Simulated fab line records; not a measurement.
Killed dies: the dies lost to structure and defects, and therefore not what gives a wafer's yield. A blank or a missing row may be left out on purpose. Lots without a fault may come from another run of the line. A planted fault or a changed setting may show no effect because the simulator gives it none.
Comparing a struck lot with a sound one + flow n5 finfet + 38 steps out of a route of 1938
Sound: these wafers, L247.2, L247.5, L247.6. Struck: wafer L248.6. The cause comes at the end.
Each step with rows lists, per side, the tool, then ch with its chambers, then its first start. Under that, the readings that differ: sound wafers + struck wafers + difference of the means + sigmas: that difference in standard deviations of wafers without a fault.
alike: a reading whose means differ by less than 2 such deviations, as well as words and numbers matching on both sides. not compared: withheld readings; readings where some wafer has no value; bounds like >300 that might hide an equal value; numbers whose values overlap and for which the record gives no deviation.
A row with sigmas, a row that says differs or no value, or rows on one side alone: a step with any of these is where the two part. Numbers that don't overlap but have no deviation are shown without sigmas and don't part them. Lack of a reading on every wafer of one side parts them only where that side has two or more wafers.

N5_BEOL_M15_STRIP_62: strips in O2.
  sound on rie diel-06 ch 0,1,2; struck on rie diel-03 ch 0
  alike: drypump motor current A, o2 flow sccm, oes product au, rf vpp V, showerhead plenum p Torr, throttle valve pct
  not compared: rf hours counter h
then, 4 steps without rows for these wafers: N5_BEOL_M15_STRIP_37 (strips in O2); N5_BEOL_M15_ETCH_38 (etches SiCN in CF4/N2, target depth 106.4 nm, time 120.5 s); N5_BEOL_M15_PRECLEAN_39 (cleans in residue remover, time 60 s); N5_BEOL_M15_SRD_40 (time 30 s, dry time 30 s).
N5_BEOL_M15_DEGAS_41: time 60 s.
  sound: pvd sputter-03 at day 12 23:56; struck: pvd sputter-03 at day 13 11:44
  alike: heater power w
then, 6 steps without rows for these wafers: N5_BEOL_M15_PRE_CLEAN_42 (time 30 s); N5_BEOL_M15_SPUTTER_43 (material TaN, target thk 15 nm, time 24.19 s); N5_BEOL_M15_SPUTTER_44 (material Ta, target thk 15 nm, time 24.19 s); N5_BEOL_M15_SPUTTER_45 (material Cu, target thk 100 nm, time 16.67 s); N5_BEOL_M15_ECD_47 (material Cu, target thk 1860 nm); N5_BEOL_M15_ANNEAL_48 (time 90 s).
N5_BEOL_M15_CMP_49: polishes, stops on SiO2, t overpolish 4.9 s, target thk 850 nm.
  sound on cmp-04 ch 0,3, day 13 01:09; struck on cmp-04 ch 2, day 13 12:46
  alike: barrier field endpoint s, clearing platen down force psi, clearing platen rpm, head pressure psi, motor current A, overpolish run s
then, 2 steps without rows for these wafers: N5_BEOL_M15_PRE_CLEAN_52 (time 15 s); N5_BEOL_M15_DEP_53 (deposits SiCN from 3MS/NH3, target thk 50 nm, time 17.8 s).
N5_PASSIVATION_PECVD_00: deposits SiO2 from SiH4/N2O, target thk 200 nm, time 11.2 s.
  sound on pecvd-03 ch 1,2, day 13 02:33; struck on pecvd-03 ch 2, day 13 14:04
  alike: heater power w, showerhead plenum p Torr, throttle valve pct
then, 15 steps without rows for these wafers: N5_MIM_BOT_DEGAS_01 (time 60 s); N5_MIM_BOT_SPUTTER_00 (material TiN, target thk 35 nm, time 89.7 s); N5_MIM_TOP_ALD_00 (deposits Al2O3, purge time 3 s, co reactant pulse time 3 s); N5_MIM_TOP_ALD_01 (deposits HfO2, target thk 5.6 nm, pulse time 1 s, purge time 3 s); N5_MIM_TOP_ALD_02 (deposits Al2O3, purge time 3 s, co reactant pulse time 3 s); N5_MIM_TOP_DEGAS_04 (time 60 s); N5_MIM_TOP_SPUTTER_03 (material TiN, target thk 35 nm, time 89.7 s); N5_MIM_TOP_LITHO_HMDS_01 (time 60 s); N5_MIM_TOP_LITHO_COAT_02; N5_MIM_TOP_LITHO_EBR_04; N5_MIM_TOP_LITHO_SOFTBAKE_03 (time 90 s); N5_MIM_TOP_LITHO_EXPOSE_05 (exposes mask MIM TOP, target cd 2000 nm); N5_MIM_TOP_LITHO_PEB_06; N5_MIM_TOP_LITHO_DEVELOP_07 (develop time 60 s); N5_MIM_TOP_LITHO_HARDBAKE_09 (time 120 s).
N5_MIM_TOP_LITHO_CD_MEAS_08: the cd target is 2000 nm.
  sound on cd sem-02 ch 0, day 13 04:55; struck on cd sem-02 ch 0, day 13 17:52
  alike: cd nm
N5_MIM_TOP_LITHO_OVL_MEAS_11:
  sound on overlay-01 ch 0, day 13 04:56; struck on overlay-02 ch 0, day 13 17:53
  alike: MIM_TOP_OVL
then, 2 steps without rows for these wafers: N5_MIM_TOP_LITHO_DESCUM_10 (chemistry O2, time 7.9 s); N5_MIM_TOP_ETCH_ETCH_00 (etches TiN in Cl2/BCl3, target depth 38.5 nm).
N5_MIM_TOP_ETCH_STRIP_01: strips in O2.
  sound on rie diel-05 ch 0,1, day 13 05:53; struck on rie diel-05 ch 2, day 13 18:12
  alike: drypump motor current A, o2 flow sccm, oes product au, rf vpp V, showerhead plenum p Torr, throttle valve pct
  not compared: rf hours counter h
N5_MIM_TOP_ETCH_PECVD_03: deposits SiNx from SiH4/NH3/N2, target thk 20 nm, time 17.6 s.
  sound on pecvd-03 ch 0,1,2, day 13 05:57; struck on pecvd-03 ch 2, day 13 18:16
  alike: heater power w, showerhead plenum p Torr, throttle valve pct
N5_PASSIVATION_PROBE_49:
  the record has rows for the struck wafers here (prober-01, day 14 03:26) and none for the sound ones

WHERE THEY PART
Only at N5_PASSIVATION_PROBE_49, within this record.

WHY: what had been put in by the simulator
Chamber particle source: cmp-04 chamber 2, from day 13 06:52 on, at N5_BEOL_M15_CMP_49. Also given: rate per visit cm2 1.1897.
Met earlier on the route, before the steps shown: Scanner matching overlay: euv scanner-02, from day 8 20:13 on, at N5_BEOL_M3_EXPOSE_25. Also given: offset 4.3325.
